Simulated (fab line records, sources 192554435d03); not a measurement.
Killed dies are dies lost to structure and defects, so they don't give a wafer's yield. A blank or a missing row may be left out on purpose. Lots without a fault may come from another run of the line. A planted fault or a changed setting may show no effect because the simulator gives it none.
Which tool did it? | flow n5_finfet | 23 lots, 69 wafers sampled, at 6 steps of a route of 1938

WHAT THE GAUGES READ, wafer by wafer
The record holds no reading of a measuring or inspecting step that can be judged against a usual standard deviation.

WHICH TOOL RAN EACH LOT (tool, then ch and the chambers of the sampled wafers, then the start)
lot  | N5_BEOL_M1_ETCH_63                 | N5_BEOL_M1_ETCH_64                 | N5_BEOL_M1_STRIP_66                | N5_BEOL_M1_ETCH_41                            | N5_BEOL_M1_ANNEAL_49         | N5_BEOL_M1_SPUTTER_92
L074 | rie_diel-02 ch 0,1, day 6 00:47    | rie_diel-02 ch 0,1, day 6 00:49    | rie_diel-02 ch 0,1, day 6 00:56    | rie_diel-04 ch 1,2, day 6 05:56 or earlier    | pvd_sputter-03, day 6 05:56  | pvd_sputter-03, day 6 07:10
L075 | rie_diel-04 ch 2,3, day 6 07:01    | rie_diel-04 ch 2,3, day 6 07:02    | rie_diel-04 ch 2,3, day 6 07:10    | rie_diel-02 ch 0,3, day 6 12:24 or earlier    | pvd_sputter-03, day 6 12:24  | pvd_sputter-03, day 6 13:38
L076 | rie_diel-04 ch 0,2,3, day 6 17:07  | rie_diel-04 ch 0,2,3, day 6 17:08  | rie_diel-04 ch 0,2,3, day 6 17:16  | rie_diel-06 ch 0,1,3, day 6 22:10 or earlier  | pvd_sputter-02, day 6 22:10  | pvd_sputter-02, day 6 23:25
L077 | rie_diel-04 ch 1,2, day 7 00:37    | rie_diel-04 ch 1,2, day 7 00:39    | rie_diel-04 ch 1,2, day 7 00:47    | rie_diel-02 ch 0,2, day 7 03:01 or earlier    | pvd_sputter-03, day 7 03:01  | pvd_sputter-03, day 7 04:15
L079 | rie_diel-02 ch 1,2, day 7 05:26    | rie_diel-02 ch 1,2, day 7 05:28    | rie_diel-02 ch 1,2, day 7 05:35    | rie_diel-02 ch 0,2,3, day 7 11:02 or earlier  | pvd_sputter-01, day 7 11:02  | pvd_sputter-01, day 7 12:17
L080 | rie_diel-06 ch 2,3, day 7 18:41    | rie_diel-06 ch 2,3, day 7 18:43    | rie_diel-06 ch 2,3, day 7 18:50    | rie_diel-04 ch 0,1,2, day 8 00:14 or earlier  | pvd_sputter-02, day 8 00:14  | pvd_sputter-02, day 8 01:29
L081 | rie_diel-04 ch 0,3, day 7 18:59    | rie_diel-04 ch 0,3, day 7 19:01    | rie_diel-04 ch 0,3, day 7 19:08    | rie_diel-06 ch 0,1,2, day 8 04:52 or earlier  | pvd_sputter-01, day 8 04:52  | pvd_sputter-01, day 8 06:16
L082 | rie_diel-04 ch 0,1, day 8 07:54    | rie_diel-04 ch 0,1, day 8 07:56    | rie_diel-04 ch 0,1, day 8 08:04    | rie_diel-04 ch 0,1, day 8 13:29 or earlier    | pvd_sputter-03, day 8 13:29  | pvd_sputter-03, day 8 14:44
L083 | rie_diel-02 ch 0,2,3, day 8 08:14  | rie_diel-02 ch 0,2,3, day 8 08:16  | rie_diel-02 ch 0,2,3, day 8 08:23  | rie_diel-02 ch 0,1,3, day 8 13:15 or earlier  | pvd_sputter-01, day 8 13:15  | pvd_sputter-01, day 8 14:39
L084 | rie_diel-04 ch 1,2,3, day 8 23:33  | rie_diel-04 ch 1,2,3, day 8 23:35  | rie_diel-04 ch 1,2,3, day 8 23:43  | rie_diel-02 ch 0,1,3, day 9 12:39 or earlier  | pvd_sputter-01, day 9 12:39  | pvd_sputter-01, day 9 15:08
L085 | rie_diel-02 ch 2,3, day 9 10:56    | rie_diel-02 ch 2,3, day 9 10:58    | rie_diel-02 ch 2,3, day 9 11:06    | rie_diel-04 ch 0,1,2, day 9 17:32 or earlier  | pvd_sputter-01, day 9 17:32  | pvd_sputter-01, day 9 20:01
L086 | rie_diel-04 ch 0,1,2, day 9 16:38  | rie_diel-04 ch 0,1,2, day 9 16:40  | rie_diel-04 ch 0,1,2, day 9 16:48  | rie_diel-04 ch 1,2,3, day 9 22:20 or earlier  | pvd_sputter-03, day 9 22:20  | pvd_sputter-03, day 9 23:34
L088 | rie_diel-06 ch 0,2,3, day 9 17:07  | rie_diel-06 ch 0,2,3, day 9 17:09  | rie_diel-06 ch 0,2,3, day 9 17:16  | rie_diel-04 ch 0,1,2, day 10 01:10 or earlier | pvd_sputter-03, day 10 01:10 | pvd_sputter-03, day 10 02:25
L087 | rie_diel-06 ch 0,2,3, day 9 17:50  | rie_diel-06 ch 0,2,3, day 9 17:52  | rie_diel-06 ch 0,2,3, day 9 17:59  | rie_diel-02 ch 0,2, day 9 22:42 or earlier    | pvd_sputter-02, day 9 22:42  | pvd_sputter-02, day 9 23:56
L089 | rie_diel-06 ch 0,2, day 9 22:14    | rie_diel-06 ch 0,2, day 9 22:16    | rie_diel-06 ch 0,2, day 9 22:23    | rie_diel-02 ch 1,3, day 10 03:01 or earlier   | pvd_sputter-03, day 10 03:01 | pvd_sputter-03, day 10 04:15
L090 | rie_diel-06 ch 1,2, day 10 01:05   | rie_diel-06 ch 1,2, day 10 01:07   | rie_diel-06 ch 1,2, day 10 01:14   | rie_diel-02 ch 0,2,3, day 10 09:41 or earlier | pvd_sputter-02, day 10 09:41 | pvd_sputter-02, day 10 10:55
L091 | rie_diel-02 ch 2,3, day 10 09:40   | rie_diel-02 ch 2,3, day 10 09:41   | rie_diel-02 ch 2,3, day 10 09:49   | rie_diel-04 ch 1,2, day 10 13:16 or earlier   | pvd_sputter-02, day 10 13:16 | pvd_sputter-02, day 10 14:30
L092 | rie_diel-04 ch 2,3, day 10 15:46   | rie_diel-04 ch 2,3, day 10 15:47   | rie_diel-04 ch 2,3, day 10 15:55   | rie_diel-02 ch 1,3, day 10 22:43 or earlier   | pvd_sputter-03, day 10 22:43 | pvd_sputter-03, day 10 23:57
L093 | rie_diel-04 ch 0,1,2, day 10 23:57 | rie_diel-04 ch 0,1,2, day 10 23:58 | rie_diel-04 ch 0,1,2, day 11 00:06 | rie_diel-02 ch 1,2, day 11 03:43 or earlier   | pvd_sputter-03, day 11 03:43 | pvd_sputter-03, day 11 04:58
L094 | rie_diel-02 ch 1,2,3, day 11 07:00 | rie_diel-02 ch 1,2,3, day 11 07:02 | rie_diel-02 ch 1,2,3, day 11 07:10 | rie_diel-02 ch 2,3, day 11 12:31 or earlier   | pvd_sputter-01, day 11 12:31 | pvd_sputter-01, day 11 13:45
L095 | rie_diel-06 ch 0,1,3, day 11 07:08 | rie_diel-06 ch 0,1,3, day 11 07:10 | rie_diel-06 ch 0,1,3, day 11 07:17 | rie_diel-06 ch 0,2,3, day 11 12:41 or earlier | pvd_sputter-03, day 11 12:41 | pvd_sputter-03, day 11 13:56
L096 | rie_diel-04 ch 0,2, day 11 11:50   | rie_diel-04 ch 0,2, day 11 11:52   | rie_diel-04 ch 0,2, day 11 11:59   | rie_diel-02 ch 0,1,2, day 12 03:05 or earlier | pvd_sputter-03, day 12 03:05 | pvd_sputter-03, day 12 04:20
L097 | rie_diel-04 ch 0,2, day 12 03:31   | rie_diel-04 ch 0,2, day 12 03:32   | rie_diel-04 ch 0,2, day 12 03:40   | rie_diel-06 ch 0,1,2, day 12 14:32 or earlier | pvd_sputter-03, day 12 14:32 | pvd_sputter-03, day 12 15:46
- N5_BEOL_M1_ETCH_63: etches SiARC in CF4, target depth 15.6 nm, time 26 s.
- N5_BEOL_M1_ETCH_64: etches SOC in N2/H2, target depth 75 nm, overetch 15 nm, time 112.5 s.
- N5_BEOL_M1_STRIP_66: strips in CF4.
- N5_BEOL_M1_ETCH_41: etches SiCN in CH3F/O2, target depth 31.9 nm, time 57.8 s.
- N5_BEOL_M1_ANNEAL_49: time 240 s.
- N5_BEOL_M1_SPUTTER_92: material Cu, target thk 4.5 nm, time 8.29 s.

WHAT THE TOOLS THEMSELVES READ (means of the sampled wafers that have a number; where no wafer has one, the mark that the record gives instead)
N5_BEOL_M1_ETCH_63.
lot  | tool        | drypump_motor_current_A (A) | etch_rf_on_time_s (s) | oes_product_au (a.u.) | rf_vpp_V (V) | showerhead_plenum_p_Torr (Torr) | throttle_valve_pct (%)
L074 | rie_diel-02 | 5.6                         | 26.3                  | 0.61                  | 183.7        | 2.14                            | 15.85
L075 | rie_diel-04 | 5.6                         | 26.5                  | 0.62                  | 184.2        | 2.12                            | 15.65
L076 | rie_diel-04 | 5.6                         | 26.7                  | 0.66                  | 183.9        | 2.13                            | 15.62
L077 | rie_diel-04 | 5.2                         | 27.5                  | 0.59                  | 183.2        | 2.09                            | 15.75
L079 | rie_diel-02 | 5.9                         | 26.1                  | 0.68                  | 183.7        | 2.12                            | 15.59
L080 | rie_diel-06 | 5.8                         | 25.7                  | 0.69                  | 184.4        | 2.18                            | 15.50
L081 | rie_diel-04 | 5.6                         | 26.4                  | 0.69                  | 184.0        | 2.15                            | 15.60
L082 | rie_diel-04 | 5.4                         | 26.9                  | 0.68                  | 183.8        | 2.11                            | 15.63
L083 | rie_diel-02 | 5.4                         | 25.6                  | 0.73                  | 184.4        | 2.17                            | 15.64
L084 | rie_diel-04 | 5.4                         | 26.4                  | 0.60                  | 184.0        | 2.12                            | 15.76
L085 | rie_diel-02 | 5.7                         | 25.7                  | 0.77                  | 184.7        | 2.20                            | 15.56
L086 | rie_diel-04 | 5.5                         | 27.2                  | 0.63                  | 182.7        | 2.09                            | 15.68
L088 | rie_diel-06 | 5.6                         | 26.0                  | 0.67                  | 185.3        | 2.21                            | 15.54
L087 | rie_diel-06 | 5.6                         | 25.8                  | 0.67                  | 185.4        | 2.21                            | 15.54
L089 | rie_diel-06 | 5.8                         | 25.6                  | 0.64                  | 184.1        | 2.19                            | 15.66
L090 | rie_diel-06 | 5.6                         | 25.5                  | 0.69                  | 183.3        | 2.11                            | 15.75
L091 | rie_diel-02 | 5.8                         | 25.4                  | 0.77                  | 184.1        | 2.15                            | 15.38
L092 | rie_diel-04 | 5.6                         | 26.6                  | 0.60                  | 184.0        | 2.10                            | 15.71
L093 | rie_diel-04 | 5.4                         | 27.2                  | 0.63                  | 183.0        | 2.08                            | 15.70
L094 | rie_diel-02 | 5.8                         | 25.5                  | 0.71                  | 184.2        | 2.16                            | 15.62
L095 | rie_diel-06 | 5.4                         | 25.5                  | 0.68                  | 185.3        | 2.19                            | 15.62
L096 | rie_diel-04 | 5.7                         | 26.8                  | 0.67                  | 183.7        | 2.08                            | 15.59
L097 | rie_diel-04 | 5.7                         | 26.6                  | 0.67                  | 183.5        | 2.08                            | 15.60

N5_BEOL_M1_ETCH_64.
lot  | tool        | drypump_motor_current_A (A) | oes_product_au (a.u.) | rf_vpp_V (V) | showerhead_plenum_p_Torr (Torr) | throttle_valve_pct (%)
L074 | rie_diel-02 | 5.6                         | 0.57                  | 522.7        | 2.52                            | 17.98
L075 | rie_diel-04 | 5.6                         | 0.59                  | 522.4        | 2.50                            | 17.73
L076 | rie_diel-04 | 5.6                         | 0.62                  | 523.9        | 2.52                            | 17.77
L077 | rie_diel-04 | 5.2                         | 0.57                  | 522.2        | 2.48                            | 17.91
L079 | rie_diel-02 | 5.9                         | 0.64                  | 523.1        | 2.49                            | 17.69
L080 | rie_diel-06 | 5.8                         | 0.64                  | 524.9        | 2.61                            | 17.81
L081 | rie_diel-04 | 5.6                         | 0.65                  | 523.7        | 2.53                            | 17.79
L082 | rie_diel-04 | 5.4                         | 0.64                  | 522.4        | 2.49                            | 17.84
L083 | rie_diel-02 | 5.4                         | 0.67                  | 524.7        | 2.57                            | 17.95
L084 | rie_diel-04 | 5.4                         | 0.57                  | 523.5        | 2.52                            | 17.89
L085 | rie_diel-02 | 5.7                         | 0.70                  | 526.2        | 2.63                            | 17.93
L086 | rie_diel-04 | 5.5                         | 0.59                  | 521.8        | 2.47                            | 17.84
L088 | rie_diel-06 | 5.6                         | 0.62                  | 526.3        | 2.64                            | 17.88
L087 | rie_diel-06 | 5.6                         | 0.62                  | 526.5        | 2.64                            | 17.86
L089 | rie_diel-06 | 5.8                         | 0.59                  | 525.3        | 2.62                            | 18.00
L090 | rie_diel-06 | 5.6                         | 0.64                  | 523.8        | 2.50                            | 17.96
L091 | rie_diel-02 | 5.8                         | 0.71                  | 524.3        | 2.55                            | 17.66
L092 | rie_diel-04 | 5.6                         | 0.56                  | 522.2        | 2.48                            | 17.79
L093 | rie_diel-04 | 5.4                         | 0.59                  | 521.4        | 2.46                            | 17.85
L094 | rie_diel-02 | 5.8                         | 0.64                  | 523.9        | 2.55                            | 17.85
L095 | rie_diel-06 | 5.4                         | 0.63                  | 525.3        | 2.61                            | 17.92
L096 | rie_diel-04 | 5.6                         | 0.63                  | 522.3        | 2.45                            | 17.75
L097 | rie_diel-04 | 5.6                         | 0.63                  | 520.9        | 2.45                            | 17.78

N5_BEOL_M1_STRIP_66.
lot  | tool        | drypump_motor_current_A (A) | oes_product_au (a.u.) | rf_vpp_V (V) | showerhead_plenum_p_Torr (Torr) | throttle_valve_pct (%)
L074 | rie_diel-02 | 5.6                         | 0.72                  | 270.7        | 1.80                            | 13.85
L075 | rie_diel-04 | 5.6                         | 0.73                  | 270.3        | 1.78                            | 13.64
L076 | rie_diel-04 | 5.6                         | 0.77                  | 271.1        | 1.79                            | 13.59
L077 | rie_diel-04 | 5.2                         | 0.71                  | 270.5        | 1.76                            | 13.74
L079 | rie_diel-02 | 5.9                         | 0.79                  | 270.6        | 1.78                            | 13.57
L080 | rie_diel-06 | 5.8                         | 0.80                  | 272.9        | 1.84                            | 13.51
L081 | rie_diel-04 | 5.5                         | 0.82                  | 271.5        | 1.80                            | 13.55
L082 | rie_diel-04 | 5.4                         | 0.81                  | 270.3        | 1.77                            | 13.57
L083 | rie_diel-02 | 5.4                         | 0.83                  | 271.5        | 1.81                            | 13.59
L084 | rie_diel-04 | 5.4                         | 0.71                  | 270.6        | 1.78                            | 13.77
L085 | rie_diel-02 | 5.7                         | 0.88                  | 271.1        | 1.85                            | 13.51
L086 | rie_diel-04 | 5.4                         | 0.75                  | 269.8        | 1.75                            | 13.66
L088 | rie_diel-06 | 5.6                         | 0.78                  | 273.3        | 1.85                            | 13.52
L087 | rie_diel-06 | 5.6                         | 0.78                  | 271.7        | 1.85                            | 13.52
L089 | rie_diel-06 | 5.7                         | 0.73                  | 271.7        | 1.84                            | 13.64
L090 | rie_diel-06 | 5.6                         | 0.80                  | 270.0        | 1.77                            | 13.71
L091 | rie_diel-02 | 5.8                         | 0.88                  | 271.3        | 1.80                            | 13.32
L092 | rie_diel-04 | 5.6                         | 0.71                  | 269.7        | 1.77                            | 13.71
L093 | rie_diel-04 | 5.4                         | 0.74                  | 269.9        | 1.75                            | 13.69
L094 | rie_diel-02 | 5.8                         | 0.80                  | 272.0        | 1.81                            | 13.59
L095 | rie_diel-06 | 5.4                         | 0.78                  | 271.8        | 1.83                            | 13.56
L096 | rie_diel-04 | 5.6                         | 0.79                  | 269.8        | 1.75                            | 13.57
L097 | rie_diel-04 | 5.7                         | 0.79                  | 269.7        | 1.75                            | 13.55

N5_BEOL_M1_ETCH_41.
lot  | tool        | drypump_motor_current_A (A) | oes_product_au (a.u.) | rf_vpp_V (V) | showerhead_plenum_p_Torr (Torr) | throttle_valve_pct (%)
L074 | rie_diel-04 | 5.5                         | 0.72                  | 296.7        | 1.94                            | 16.36
L075 | rie_diel-02 | 5.4                         | 0.84                  | 299.9        | 2.07                            | 16.47
L076 | rie_diel-06 | 5.4                         | 0.85                  | 299.3        | 2.06                            | 16.31
L077 | rie_diel-02 | 5.1                         | 0.79                  | 296.0        | 1.99                            | 16.47
L079 | rie_diel-02 | 5.4                         | 0.87                  | 297.9        | 2.03                            | 16.35
L080 | rie_diel-04 | 5.4                         | 0.77                  | 296.9        | 1.95                            | 16.37
L081 | rie_diel-06 | 5.7                         | 0.81                  | 296.8        | 2.01                            | 16.37
L082 | rie_diel-04 | 5.4                         | 0.80                  | 296.1        | 1.97                            | 16.36
L083 | rie_diel-02 | 5.5                         | 0.77                  | 297.8        | 2.03                            | 16.52
L084 | rie_diel-02 | 5.5                         | 0.76                  | 298.4        | 2.02                            | 16.53
L085 | rie_diel-04 | 5.5                         | 0.75                  | 296.1        | 1.95                            | 16.40
L086 | rie_diel-04 | 5.4                         | 0.70                  | 297.6        | 1.98                            | 16.46
L088 | rie_diel-04 | 5.4                         | 0.74                  | 295.2        | 1.94                            | 16.39
L087 | rie_diel-02 | 5.5                         | 0.85                  | 296.8        | 1.98                            | 16.25
L089 | rie_diel-02 | 5.8                         | 0.76                  | 297.1        | 2.01                            | 16.44
L090 | rie_diel-02 | 5.4                         | 0.82                  | 297.9        | 2.02                            | 16.38
L091 | rie_diel-04 | 5.5                         | 0.69                  | 296.3        | 1.93                            | 16.42
L092 | rie_diel-02 | 5.9                         | 0.75                  | 298.3        | 2.01                            | 16.46
L093 | rie_diel-02 | 5.9                         | 0.77                  | 296.0        | 1.97                            | 16.32
L094 | rie_diel-02 | 5.8                         | 0.89                  | 297.3        | 2.01                            | 16.14
L095 | rie_diel-06 | 5.6                         | 0.78                  | 298.9        | 2.06                            | 16.25
L096 | rie_diel-02 | 5.5                         | 0.85                  | 296.3        | 1.98                            | 16.27
L097 | rie_diel-06 | 5.7                         | 0.77                  | 297.3        | 2.00                            | 16.43

N5_BEOL_M1_ANNEAL_49.
lot  | tool           | heater_power_w (W)
L074 | pvd_sputter-03 | 709
L075 | pvd_sputter-03 | 813
L076 | pvd_sputter-02 | 789
L077 | pvd_sputter-03 | 746
L079 | pvd_sputter-01 | 900
L080 | pvd_sputter-02 | 825
L081 | pvd_sputter-01 | 886
L082 | pvd_sputter-03 | 873
L083 | pvd_sputter-01 | 866
L084 | pvd_sputter-01 | 846
L085 | pvd_sputter-01 | 785
L086 | pvd_sputter-03 | 796
L088 | pvd_sputter-03 | 708
L087 | pvd_sputter-02 | 741
L089 | pvd_sputter-03 | 817
L090 | pvd_sputter-02 | 791
L091 | pvd_sputter-02 | 734
L092 | pvd_sputter-03 | 797
L093 | pvd_sputter-03 | 742
L094 | pvd_sputter-01 | 822
L095 | pvd_sputter-03 | 827
L096 | pvd_sputter-03 | 815
L097 | pvd_sputter-03 | 766

N5_BEOL_M1_SPUTTER_92.
lot  | tool           | throttle_valve_pct (%)
L074 | pvd_sputter-03 | 30.6
L075 | pvd_sputter-03 | 30.0
L076 | pvd_sputter-02 | 30.0
L077 | pvd_sputter-03 | 30.0
L079 | pvd_sputter-01 | 30.5
L080 | pvd_sputter-02 | 29.7
L081 | pvd_sputter-01 | 30.9
L082 | pvd_sputter-03 | 29.8
L083 | pvd_sputter-01 | 30.1
L084 | pvd_sputter-01 | 29.6
L085 | pvd_sputter-01 | 29.7
L086 | pvd_sputter-03 | 29.6
L088 | pvd_sputter-03 | 29.7
L087 | pvd_sputter-02 | 31.0
L089 | pvd_sputter-03 | 30.0
L090 | pvd_sputter-02 | 30.1
L091 | pvd_sputter-02 | 31.0
L092 | pvd_sputter-03 | 30.8
L093 | pvd_sputter-03 | 30.0
L094 | pvd_sputter-01 | 29.7
L095 | pvd_sputter-03 | 30.0
L096 | pvd_sputter-03 | 29.0
L097 | pvd_sputter-03 | 29.3

THE ANSWER, worked out from the rows above alone
Rule: what is usual is taken from the lots themselves. Put in order of their means at a reading, lots are off if they are a third of the lots or fewer, leave a main group of 4 or more, and stand apart from it by a gap of 3 or more times the standard deviation of the main group's means; of several such gaps the widest counts. A main group whose means are all the same, to the digits that the tables above print for the reading, isn't used. A lot without any number at a reading at which 4 lots or more have one is off too. The other lots that the step has rows for count as sound. The gauges are gone through in route order, then the tools' own readings, and for those a lot's mean is taken as printed above. The first step at which some lot is off is used, and at that step the reading that is off furthest; a lot without a number counts as furthest.
No lot is off at any reading shown: from this, nothing can be told.

WHAT THE SIMULATOR HAD PUT IN
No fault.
